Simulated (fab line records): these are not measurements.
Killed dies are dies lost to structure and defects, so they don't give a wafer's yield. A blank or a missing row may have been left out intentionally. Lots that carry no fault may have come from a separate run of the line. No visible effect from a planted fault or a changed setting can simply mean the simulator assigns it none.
fab line records    flow nand_harc
[record] lots = 14  wafers = 42  last_day = 33
route steps=1302 shown A_CHANNEL_HOLE_D2@587
lots untouched by any fault: they come from a run of this same line in which no faults occurred
start_h: the number of hours between the record's first day and the start of the first shown wafer of the lot    wait_h: hours elapsed since this lot's preceding step    " repeats the value in the row above    L1.1+2: a row that stands for several wafers    - no value present, or no start provided    * or withheld: withheld    < > ~ a bound
route shown NAME@n: names a module that has steps shown in the file, with the first one's number in the route    usual: average and standard deviation across the fault-free wafers    same: alike in all rows    chamber/n: place in a boat    sites: per-site readings    _std_site: standard deviation of those values    _edge_site: outer sites' mean less inner sites'    radius_mm: how far each site lies from the wafer's centre    mask NAME#n: copy n    behind: the tool/chamber that last shaped the wafer    hold: why the lot was held/for how many hours/how that ended    device: the transistor (n, p or np) that didn't switch    end of line: the same wafers' tests at the end of the route    a step given without rows: its recipe and nothing more    killed: not the wafer's yield, but the dies lost to structure and defects at the first sort    map: a wafer's dies, x killed, . not, _ none there
set.NAME: setting as actually run; set.NAME@STEP: the setting as run at that earlier step    model.NAME: the simulator's own value behind a step, which no gauge read
one table for each step of the route and one row for each wafer, over a sample of lots
services: a tool's chamber out of use, with start hour (start_h, from the record's first day; less than 0 if before it), hours out, and reason
[[steps]]
[step NHARC_A_CHANNEL_HOLE_D2_ETCH_39]
[recipe] target_depth_a = 2600  over_etch_frac = 0.3  time_s = 325  ion_energy_ev = 200  n2_flow_sccm = 150  h2_flow_sccm = 150  ar_flow_sccm = 0  rf_w = 400  bias_w = 150  chemistry = N2/H2
[usual] drypump_motor_current_A = 5.6/0.45  mfc_ar_sccm = 0.010/0.011  oes_product_au = 0.998/0.0077  rf_fwd_power_W = 398.8/1.2  rf_vpp_V = 430.1/2.8  showerhead_plenum_p_Torr = 2.02/0.098  throttle_valve_pct = 14.171/0.0098
lot.wafer  tool         chamber  start_h  wait_h  drypump_motor_current_A  mfc_ar_sccm  oes_product_au  rf_fwd_power_W  rf_hours_counter_h  rf_vpp_V  showerhead_plenum_p_Torr  throttle_valve_pct
L144.2     rie_diel-01  0        -        -       5.1                      0.021        0.993           398.6           4                   426.9     1.94                      14.181
L144.6     "            1        "        "       5.4                      0            0.990           399.2           -                   429.8     2.00                      14.156
L144.4     "            3        "        "       5.4                      0.024        0.989           395.2           -                   428.3     1.98                      14.174
L146.2     rie_diel-01  3        -        -       5.4                      0.024        1.006           399.9           6                   429.1     1.98                      14.170
L146.1     "            0        "        "       5.1                      0.021        0.996           398.3           5                   428.3     1.94                      14.162
L146.3     "            1        "        "       5.3                      0            0.993           400.2           6                   429.5     2.00                      14.173
L147.3     rie_diel-02  2        -        -       6.3                      0.010        1.008           399.2           3                   434.5     2.17                      14.177
L147.4     "            3        "        "       5.3                      0.020        0.992           398.7           3                   426.7     1.93                      14.182
L147.2     "            0        "        "       5.1                      0            0.993           399.4           4                   429.0     1.97                      14.160
L148.1     rie_diel-09  3        -        -       6.1                      0.026        1.012           398.7           1                   430.7     2.10                      14.164
L148.2     "            1        "        "       6.2                      0            1.005           398.1           1                   429.3     2.01                      14.174
L148.6     "            3        "        "       6.1                      0.026        1.003           400.2           -                   433.2     2.10                      14.181
L149.2     rie_diel-01  2        -        -       5.8                      0.002        1.000           398.3           6                   428.5     1.95                      14.183
L149.1     "            3        "        "       5.4                      0.024        1.000           397.5           7                   430.3     1.98                      14.160
L149.6     "            2        "        "       5.8                      0.002        1.003           398.2           -                   427.9     1.95                      14.161
L150.2     rie_diel-02  1        -        -       5.0                      0.020        1.012           399.7           5                   434.7     2.19                      14.161
L150.1     "            2        "        "       6.3                      0.010        1.006           397.2           4                   434.5     2.17                      14.176
L150.4     "            0        "        "       5.1                      0            1.000           399.2           5                   427.3     1.97                      14.167
L151.1     rie_diel-02  0        -        -       5.1                      0            0.998           399.6           6                   428.8     1.97                      14.181
L151.6     "            0        "        "       5.2                      0            1.004           399.1           -                   428.3     1.97                      14.176
L151.5     "            1        "        "       5.0                      0.020        1.006           399.7           -                   433.8     2.19                      14.160
L154.1     rie_diel-01  2        -        -       5.8                      0.002        1.000           398.7           0                   427.6     1.95                      14.164
L154.2     "            3        "        "       5.4                      0.024        0.984           399.8           0                   429.4     1.98                      14.170
L154.6     "            2        "        "       5.8                      0.002        1.001           398.1           -                   426.8     1.95                      14.173
L155.4     rie_diel-01  0        -        -       5.1                      0.021        0.992           400.6           1                   428.6     1.94                      14.167
L155.1     "            2        "        "       5.8                      0.002        0.991           397.9           1                   427.7     1.95                      14.165
L155.6     "            1        "        "       5.3                      0            1.009           401.0           -                   428.8     2.00                      14.171
L157.3     rie_diel-01  2        -        -       5.8                      0.002        0.987           398.7           3                   427.4     1.95                      14.159
L157.2     "            3        "        "       5.4                      0.024        0.973           397.4           3                   429.5     1.98                      14.162
L157.1     "            0        "        "       5.1                      0.021        0.999           399.8           3                   427.3     1.94                      14.174
L159.3     rie_diel-09  0        -        -       6.2                      0            0.989           397.7           5                   435.1     2.19                      14.161
L159.4     "            3        "        "       6.0                      0.026        1.010           400.4           5                   432.1     2.10                      14.190
L159.6     "            1        "        "       6.2                      0            1.003           396.7           -                   430.1     2.01                      14.176
L163.2     rie_diel-02  3        -        -       5.3                      0.020        1.012           395.3           2                   428.5     1.92                      14.176
L163.4     "            0        "        "       5.1                      0            1.010           398.1           2                   427.1     1.97                      14.176
L163.6     "            2        "        "       6.3                      0.010        1.005           398.5           -                   433.0     2.17                      14.160
L165.1     rie_diel-01  0        -        -       5.1                      0.021        1.000           400.2           6                   427.4     1.94                      14.186
L165.4     "            1        "        "       5.3                      0            1.000           401.8           -                   428.9     2.00                      14.156
L165.6     "            2        "        "       5.8                      0.002        1.000           399.7           -                   428.3     1.94                      14.167
L167.4     rie_diel-09  2        -        -       5.3                      0            1.011           399.2           1                   427.0     1.92                      14.167
L167.2     "            0        "        "       6.3                      0            0.992           398.8           1                   434.2     2.19                      14.180
L167.6     "            1        "        "       6.1                      0            1.006           397.3           -                   430.3     2.01                      14.162
[step NHARC_A_CHANNEL_HOLE_D2_ETCH_16]
[recipe] target_depth_a = 31000  over_etch_frac = 0.3  time_s = 806  ion_energy_ev = 150  o2_flow_sccm = 400  cos_flow_sccm = 20  ar_flow_sccm = 0  rf_w = 500  bias_w = 300  chemistry = O2/COS
[usual] drypump_motor_current_A = 5.6/0.44  mfc_ar_sccm = 0.011/0.011  oes_product_au = 0.999/0.0074  rf_fwd_power_W = 499.4/1.5  rf_vpp_V = 313.7/2  showerhead_plenum_p_Torr = 3.09/0.13  throttle_valve_pct = 28.331/0.0092
lot.wafer  tool         chamber  start_h  wait_h  drypump_motor_current_A  mfc_ar_sccm  oes_product_au  rf_fwd_power_W  rf_hours_counter_h  rf_vpp_V  showerhead_plenum_p_Torr  throttle_valve_pct
L144.2     rie_diel-01  1        -        -       5.4                      0            0.990           496.2           5                   313.6     3.06                      28.341
L144.6     "            3        "        "       5.4                      0.024        0.992           500.1           -                   313.7     3.04                      28.341
L144.4     "            0        "        "       5.1                      0.021        0.993           497.1           -                   311.8     2.98                      28.344
L146.3     rie_diel-01  1        -        -       5.4                      0            1.001           498.2           6                   314.7     3.06                      28.332
L146.2     "            3        "        "       5.4                      0.024        0.997           500.6           6                   313.3     3.04                      28.313
L146.1     "            0        "        "       5.1                      0.021        0.991           500.5           5                   312.7     2.98                      28.333
L147.3     rie_diel-02  0        -        -       5.1                      0            0.988           498.2           4                   314.0     3.02                      28.336
L147.4     "            1        "        "       5.0                      0.020        1.019           499.2           4                   317.5     3.34                      28.344
L147.2     "            2        "        "       6.3                      0.010        1.007           499.9           3                   317.0     3.30                      28.328
L148.1     rie_diel-09  1        -        -       6.2                      0            1.009           500.7           1                   313.0     3.09                      28.334
L148.2     "            2        "        "       5.4                      0            1.011           497.0           1                   311.6     2.95                      28.345
L148.6     "            0        "        "       6.2                      0            1.000           500.3           -                   316.7     3.33                      28.330
L149.1     rie_diel-01  0        -        -       5.1                      0.021        1.003           497.8           7                   313.4     2.98                      28.341
L149.2     "            2        "        "       5.8                      0.002        0.985           500.1           6                   312.2     2.99                      28.335
L149.6     "            3        "        "       5.4                      0.024        0.997           494.8           -                   312.5     3.04                      28.347
L150.2     rie_diel-02  3        -        -       5.3                      0.020        0.999           500.6           4                   313.3     2.96                      28.335
L150.4     "            0        "        "       5.2                      0            0.995           498.3           5                   313.3     3.02                      28.322
L150.1     "            1        "        "       5.0                      0.020        0.987           499.5           5                   316.7     3.34                      28.333
L151.1     rie_diel-02  3        -        -       5.3                      0.020        1.007           502.0           5                   311.7     2.96                      28.330
L151.6     "            3        "        "       5.4                      0.020        0.991           498.7           -                   311.1     2.96                      28.322
L151.5     "            0        "        "       5.1                      0            0.999           501.2           -                   311.9     3.02                      28.323
L154.2     rie_diel-01  2        -        -       5.8                      0.002        0.995           500.3           0                   311.4     2.99                      28.322
L154.1     "            1        "        "       5.3                      0            1.000           495.3           0                   313.1     3.06                      28.347
L154.6     "            2        "        "       5.8                      0.002        0.994           498.2           -                   312.3     2.99                      28.331
L155.1     rie_diel-01  2        -        -       5.8                      0.002        0.992           498.4           1                   313.1     2.99                      28.329
L155.4     "            3        "        "       5.4                      0.024        0.989           498.6           1                   312.0     3.04                      28.314
L155.6     "            3        "        "       5.4                      0.024        0.997           498.6           -                   312.1     3.04                      28.321
L157.1     rie_diel-01  2        -        -       5.8                      0.002        0.993           500.3           4                   313.3     2.99                      28.337
L157.2     "            3        "        "       5.4                      0.024        0.998           499.6           3                   313.7     3.03                      28.331
L157.3     "            0        "        "       5.1                      0.021        0.999           498.5           3                   311.5     2.98                      28.330
L159.4     rie_diel-09  1        -        -       6.2                      0            0.995           500.1           5                   313.8     3.08                      28.322
L159.3     "            3        "        "       6.1                      0.026        1.001           503.4           5                   315.1     3.20                      28.333
L159.6     "            2        "        "       5.3                      0            1.003           498.1           -                   313.5     2.95                      28.321
L163.4     rie_diel-02  0        -        -       5.1                      0            1.002           498.4           2                   311.9     3.02                      28.335
L163.2     "            1        "        "       5.0                      0.020        0.988           500.3           2                   317.1     3.33                      28.330
L163.6     "            3        "        "       5.3                      0.020        0.999           499.7           -                   311.0     2.96                      28.329
L165.1     rie_diel-01  2        -        -       5.8                      0.002        1.006           499.0           7                   311.9     2.99                      28.333
L165.6     "            0        "        "       5.1                      0.021        1.003           498.9           -                   311.6     2.98                      28.319
L165.4     "            1        "        "       5.4                      0            1.003           498.0           -                   312.7     3.06                      28.328
L167.2     rie_diel-09  1        -        -       6.2                      0            1.007           499.6           1                   313.1     3.08                      28.330
L167.4     "            3        "        "       6.0                      0.026        1.010           499.1           1                   315.6     3.20                      28.332
L167.6     "            1        "        "       6.2                      0            1.004           499.5           -                   313.7     3.08                      28.325
[step NHARC_A_CHANNEL_HOLE_D2_ETCH_23]
[recipe] bias_v = 5000  source_w = withheld  pressure_mtorr = 20  time_s = 819  ar_flow_sccm = 375  c4f8_flow_sccm = 89.3  o2_flow_sccm = 35.7  temp_c = -20  target_depth_a = 16000  chemistry = C4F8/O2/Ar
[usual] drypump_motor_current_A = 5.78/0.26  mfc_ar_sccm = 375.1/1.1  showerhead_plenum_p_Torr = 3.73/0.19  throttle_valve_pct = 32.156/0.0085
lot.wafer  tool         chamber  start_h  wait_h  drypump_motor_current_A  mfc_ar_sccm  rf_hours_counter_h  showerhead_plenum_p_Torr  throttle_valve_pct
L144.2     har_etch-01  1        300.95   0.5     6.13                     375.4        161                 3.69                      32.167
L144.4     "            0        "        "       6.00                     374.1        -                   3.50                      32.157
L144.6     "            1        "        "       6.13                     375.0        -                   3.69                      32.173
L146.2     har_etch-02  1        307.95   0.5     5.41                     374.3        373                 3.44                      32.166
L146.1     "            0        "        "       5.81                     376.7        349                 3.93                      32.146
L146.3     "            1        "        "       5.43                     375.2        -                   3.44                      32.152
L147.2     har_etch-01  1        329.21   0.5     6.13                     375.2        173                 3.69                      32.144
L147.4     "            0        "        "       6.00                     375.7        -                   3.50                      32.160
L147.3     "            1        "        "       6.15                     374.5        -                   3.69                      32.149
L148.1     har_etch-02  0        340.40   0.5     5.81                     375.4        368                 3.92                      32.158
L148.2     "            1        "        "       5.44                     375.1        392                 3.43                      32.152
L148.6     "            1        "        "       5.46                     376.5        -                   3.43                      32.159
L149.2     har_etch-02  1        350.45   0.5     5.44                     374.3        396                 3.43                      32.153
L149.1     "            0        "        "       5.77                     376.1        372                 3.91                      32.163
L149.6     "            0        "        "       5.76                     375.0        -                   3.92                      32.157
L150.2     har_etch-01  1        352.48   0.5     6.14                     376.1        188                 3.68                      32.155
L150.1     "            0        "        "       6.02                     374.6        188                 3.49                      32.159
L150.4     "            1        "        "       6.14                     376.4        -                   3.68                      32.174
L151.1     har_etch-02  0        364.49   0.5     5.79                     373.8        383                 3.91                      32.172
L151.6     "            1        "        "       5.43                     376.6        -                   3.42                      32.171
L151.5     "            0        "        "       5.79                     373.9        -                   3.91                      32.156
L154.2     har_etch-02  1        396.99   0.5     5.44                     374.0        1                   3.93                      32.160
L154.1     "            0        "        "       5.75                     374.1        1                   3.90                      32.162
L154.6     "            0        "        "       5.73                     375.2        -                   3.90                      32.140
L155.1     har_etch-02  0        401.49   0.5     5.77                     377.9        5                   3.90                      32.163
L155.4     "            0        "        "       5.78                     375.4        -                   3.90                      32.155
L155.6     "            0        "        "       5.78                     374.9        -                   3.90                      32.149
L157.1     har_etch-01  1        426.29   0.5     6.13                     376.8        234                 3.65                      32.156
L157.2     "            0        "        "       6.01                     376.1        234                 3.46                      32.166
L157.3     "            0        "        "       6.00                     376.7        -                   3.46                      32.150
L159.3     har_etch-02  0        435.01   0.5     5.75                     375.6        -                   3.89                      32.156
L159.4     "            1        "        "       5.43                     374.7        -                   3.92                      32.164
L159.6     "            1        "        "       5.45                     373.1        -                   3.92                      32.151
L163.2     har_etch-01  0        485.35   0.5     6.03                     374.8        268                 3.45                      32.155
L163.4     "            0        "        "       6.02                     375.9        -                   3.45                      32.166
L163.6     "            0        "        "       6.02                     375.6        -                   3.45                      32.168
L165.1     har_etch-02  0        500.04   0.5     5.77                     374.3        59                  3.87                      32.153
L165.4     "            1        "        "       5.44                     377.0        -                   3.90                      32.154
L165.6     "            0        "        "       5.74                     374.2        -                   3.87                      32.169
L167.2     har_etch-02  1        525.01   0.5     5.45                     375.3        74                  3.89                      32.142
L167.4     "            1        "        "       5.45                     375.8        -                   3.89                      32.160
L167.6     "            0        "        "       5.80                     373.1        -                   3.86                      32.156
[step NHARC_A_CHANNEL_HOLE_D2_ETCH_44]
[recipe] target_depth_a = 1400  overetch_a = 140  time_s = 77  ion_energy_ev = 100  cf4_flow_sccm = 80  o2_flow_sccm = 20  ar_flow_sccm = 0  rf_w = 300  bias_w = 100  chemistry = CF4/O2
[usual] drypump_motor_current_A = 5.5/0.41  mfc_ar_sccm = 0.010/0.011  oes_o_777_au = 1.000/0.0049  oes_product_au = 0.999/0.0079  rf_fwd_power_W = 297.7/1.2  rf_vpp_V = 197.3/1.3  showerhead_plenum_p_Torr = 1.31/0.052  throttle_valve_pct = 13.398/0.0094
lot.wafer  tool         chamber  start_h  wait_h  drypump_motor_current_A  mfc_ar_sccm  oes_o_777_au  oes_product_au  rf_fwd_power_W  rf_hours_counter_h  rf_vpp_V  showerhead_plenum_p_Torr  throttle_valve_pct
L144.2     rie_diel-01  3        304.17   0.1     5.4                      0.024        1.001         1.000           295.0           5.3                 197.7     1.30                      13.398
L144.4     "            1        "        "       5.3                      0            1.002         0.992           296.8           -                   197.5     1.31                      13.400
L144.6     "            3        "        "       5.4                      0.024        1.005         0.991           295.8           -                   195.6     1.30                      13.401
L146.1     rie_diel-09  2        311.23   0.1     5.4                      0            1.005         1.012           299.1           12.6                196.6     1.26                      13.413
L146.2     "            0        "        "       6.2                      0            1.000         1.008           298.5           13.5                200.5     1.43                      13.406
L146.3     "            1        "        "       6.2                      0            0.996         1.012           297.9           13.6                196.4     1.32                      13.394
L147.2     rie_diel-01  1        332.41   0.1     5.4                      0            1.005         0.981           298.0           7.2                 196.9     1.31                      13.391
L147.4     "            2        "        "       5.8                      0.002        1.001         0.990           296.6           5.6                 197.2     1.28                      13.406
L147.3     "            3        "        "       5.4                      0.024        1.001         0.995           295.9           7.0                 198.2     1.30                      13.406
L148.1     rie_diel-01  1        343.72   0.1     5.4                      0            1.002         0.999           297.7           7.6                 195.4     1.31                      13.397
L148.2     "            3        "        "       5.4                      0.024        1.006         0.995           294.8           7.2                 196.5     1.30                      13.399
L148.6     "            0        "        "       5.1                      0.021        0.987         1.000           297.8           -                   196.8     1.27                      13.396
L149.2     rie_diel-02  1        353.74   0.1     5.0                      0.020        1.012         1.015           298.2           5.5                 200.3     1.43                      13.397
L149.1     "            0        "        "       5.2                      0            0.999         1.003           298.8           5.5                 197.1     1.29                      13.397
L149.6     "            2        "        "       6.3                      0.010        1.003         1.001           298.1           -                   199.8     1.41                      13.395
L150.1     rie_diel-01  1        355.77   0.0     5.3                      0            0.998         0.991           297.8           8.1                 195.4     1.31                      13.397
L150.4     "            2        "        "       5.8                      0.002        0.994         0.992           297.3           6.6                 196.6     1.28                      13.396
L150.2     "            3        "        "       5.4                      0.024        0.998         0.990           296.5           8.2                 197.5     1.30                      13.410
L151.1     rie_diel-01  2        367.68   0.1     5.8                      0.002        1.003         0.986           298.0           6.9                 196.5     1.28                      13.401
L151.5     "            3        "        "       5.4                      0.024        0.995         0.994           295.4           -                   196.8     1.30                      13.389
L151.6     "            0        "        "       5.1                      0.021        1.003         1.000           298.7           -                   197.8     1.27                      13.411
L154.2     rie_diel-09  1        400.28   0.1     6.1                      0            0.996         1.007           298.0           3.1                 197.3     1.32                      13.404
L154.1     "            3        "        "       6.1                      0.026        1.002         0.999           297.2           3.4                 198.6     1.37                      13.404
L154.6     "            2        "        "       5.3                      0            1.008         1.011           296.8           -                   196.3     1.26                      13.387
L155.4     rie_diel-02  2        404.79   0.1     6.3                      0.010        1.001         0.995           297.6           7.4                 199.8     1.41                      13.376
L155.1     "            0        "        "       5.1                      0            1.008         0.995           297.5           7.5                 197.2     1.29                      13.384
L155.6     "            2        "        "       6.3                      0.010        1.002         0.995           298.3           -                   198.7     1.41                      13.380
L157.2     rie_diel-01  2        429.59   0.0     5.7                      0.002        0.996         0.993           296.5           3.9                 196.2     1.28                      13.399
L157.3     "            3        "        "       5.4                      0.024        1.009         0.995           297.1           3.8                 197.8     1.30                      13.405
L157.1     "            1        "        "       5.3                      0            0.994         0.915           296.6           3.2                 197.2     1.31                      13.382
L159.4     rie_diel-01  0        441.58   0.1     5.1                      0.021        0.998         0.991           300.0           3.6                 197.5     1.27                      13.405
L159.3     "            1        "        "       5.4                      0            1.006         0.912           298.3           3.6                 198.2     1.31                      13.407
L159.6     "            0        "        "       5.1                      0.021        1.002         0.985           298.5           -                   196.4     1.27                      13.391
L163.4     rie_diel-09  3        488.67   0.1     6.1                      0.026        1.002         1.012           297.6           8.7                 199.4     1.37                      13.388
L163.2     "            0        "        "       6.2                      0            0.994         1.008           298.3           9.0                 200.1     1.43                      13.388
L163.6     "            1        "        "       6.2                      0            0.996         1.013           295.4           -                   197.1     1.32                      13.393
L165.1     rie_diel-01  0        503.35   0.1     5.1                      0.021        1.007         1.004           299.3           7.3                 196.9     1.27                      13.390
L165.6     "            1        "        "       5.4                      0            0.996         0.986           298.5           -                   196.9     1.31                      13.396
L165.4     "            2        "        "       5.8                      0.002        0.995         1.002           296.7           -                   195.1     1.28                      13.386
L167.2     rie_diel-01  0        528.21   0.1     5.1                      0.021        1.007         1.003           298.0           8.4                 196.6     1.27                      13.398
L167.4     "            1        "        "       5.4                      0            0.997         1.000           296.3           8.3                 197.1     1.31                      13.403
L167.6     "            2        "        "       5.8                      0.002        0.998         1.007           298.2           -                   196.1     1.28                      13.398
[[services]]
tool         chamber  start_h  hours  kind
rie_diel-01  0        286.35   -      clean
rie_diel-01  1        286.35   -      clean
rie_diel-01  2        286.35   -      clean
rie_diel-01  3        286.35   -      clean
rie_diel-01  2        290.45   15.4   repair
rie_diel-02  3        296.95   2.6    repair
rie_diel-01  0        310.85   -      clean
rie_diel-01  1        310.85   -      clean
rie_diel-09  -        320.10   9.0    pm
rie_diel-02  0        363.98   8.1    repair
har_etch-02  -        378.54   17.0   pm
rie_diel-01  -        380.85   9.0    pm
rie_diel-09  1        390.48   1.4    repair
rie_diel-02  3        407.91   11.4   repair
rie_diel-02  1        416.56   5.0    repair
har_etch-01  -        420.10   1.0    repair
rie_diel-02  -        421.29   9.0    pm
rie_diel-09  0        424.90   6.0    repair
rie_diel-01  -        478.45   0.4    repair
rie_diel-01  3        493.37   14.7   repair
rie_diel-09  -        497.10   9.0    pm
rie_diel-01  0        511.60   4.0    repair
rie_diel-02  0        523.56   2.6    repair
rie_diel-02  2        523.77   9.5    repair
[[key]]
[first_sign] step = NHARC_A_CHANNEL_HOLE_D2_ETCH_44  reading = oes_product_au  direction = down  sigmas = 11  usual = 0.999  struck = 0.913
effect none on later readings
met_at NHARC_A_CHANNEL_HOLE_D2_ETCH_44
struck_lots L157,L159
struck_wafers L157.1,L159.3
later_rows_left_out L157.1,L159.3
sort_left_out L157.1,L159.3
tester_left_out L157,L159
not_acting_at NHARC_A_CHANNEL_HOLE_D2_ETCH_39,NHARC_A_CHANNEL_HOLE_D2_ETCH_16,NHARC_A_CHANNEL_HOLE_D2_ETCH_23
onset_between 355.77 429.59
[fault] kind = process_parameter_drift  tool = rie_diel-01  chamber = 1  onset_h = 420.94  steps = NHARC_A_CHANNEL_HOLE_D2_ETCH_44  channel = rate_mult  offset = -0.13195  shape = step  end_h = 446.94
// tester_left_out: of these lots the tester's yield and bins aren't shown, on N5 and GAA mostly nor the transistor test; their killed dies are dies lost to structure and defects alone, not to doping, threshold or leakage, so they don't give the yield
// sort_left_out: the simulated sort isn't trusted on such a fault, so these wafers' sort isn't shown, and their yield isn't known
// later_rows_left_out: the simulator's readings of these wafers behind a module that went badly wrong aren't trusted and aren't shown, but for the sort
